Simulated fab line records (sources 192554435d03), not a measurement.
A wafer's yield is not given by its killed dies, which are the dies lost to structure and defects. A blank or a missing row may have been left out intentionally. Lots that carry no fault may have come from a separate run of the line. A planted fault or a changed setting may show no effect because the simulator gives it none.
Comparing a struck lot with a sound one    flow n5Finfet    14 steps out of a route of 1938
Sound: these wafers, L140.1, L140.3, L140.5. Wafers struck: L153.2, L153.4, L153.5. Last of all comes the cause.
For every step that has rows: the tool of each side, followed by ch and its chambers, followed by its first start. Under that, the readings that differ: sound wafers    struck wafers    difference of the means    sigmas: that difference in standard deviations of wafers without a fault.
alike: a reading whose means differ by less than 2 such deviations, as well as words and numbers matching on both sides. not compared: withheld readings; readings where some wafer has no value; bounds like >300 that might hide an equal value; numbers whose values overlap and for which the record gives no deviation.
The two part at a step that has a row with sigmas, a row that says differs or no value, or rows on one side only. Numbers that have no deviation but don't overlap get no sigmas and don't part them. A reading that every wafer of one side lacks parts them only if that side has two wafers or more.

N5_BEOL_M12_STRIP_63: strips in N2/H2.
  sound on plasmaAsher-01 ch 0,1, day 12 14:17; struck on plasmaAsher-01 ch 0,1, day 15 19:48
  alike: drypumpMotorCurrentA, heaterPowerW, oesProductAu, stripTimeToEndpointS
  not compared: rfHoursCounterH
N5_BEOL_M12_STRIP_64: strips in N2/H2.
  sound on plasmaAsher-01 ch 0,1, day 12 14:20; struck on plasmaAsher-01 ch 0,1, day 15 19:52
  alike: drypumpMotorCurrentA, heaterPowerW, oesProductAu, stripTimeToEndpointS
  not compared: rfHoursCounterH
then, 2 steps without rows for these wafers: N5_BEOL_M12_STRIP_71 (strips in post etch residue remover, time 60 s); N5_BEOL_M12_SRD_72 (time 30 s, dry time 30 s).
N5_BEOL_M12_CD_MEAS_17: target cd 140 nm.
  sound: cdSem-02 at day 12 14:29; struck: cdSem-02 at day 15 20:01
  alike: cdNm
then, 7 steps without rows for these wafers: N5_BEOL_M12_COAT_65 (time 60 s, resist thk 300 nm); N5_BEOL_M12_COAT_66 (time 60 s, resist thk 110 nm); N5_BEOL_M12_COAT_22 (resist thk 300 nm); N5_BEOL_M12_EBR_24; N5_BEOL_M12_SOFTBAKE_23 (time 60 s); N5_BEOL_M12_EXPOSE_25 (exposes mask M12); N5_BEOL_M12_PEB_26 (peb time 90 s).
N5_BEOL_M12_DEVELOP_27: develop time 45 s.
  struck on lithoTrack-01, day 15 20:21; sound on lithoTrack-01 ch 0, day 12 14:42
  no value came back on the struck wafers for chillPlateTempC (C), developTimeS (s), developerTempC (C), resistLineTempC (C); on the sound wafers chillPlateTempC (C) reads 22.97 22.93 23.11
reading                                    sound              struck           difference  sigmas
model.coat_of_BEOL_M12_COAT_22.thkNm (nm)  287.6 286.6 286.2  299.6 300.6 300  +13.3       
then, 1 step without rows for these wafers: N5_BEOL_M12_HARDBAKE_32 (time 120 s).

== WHERE THEY PART ==
N5_BEOL_M12_DEVELOP_27 only, going by this record.

WHY: the cause the simulator had injected
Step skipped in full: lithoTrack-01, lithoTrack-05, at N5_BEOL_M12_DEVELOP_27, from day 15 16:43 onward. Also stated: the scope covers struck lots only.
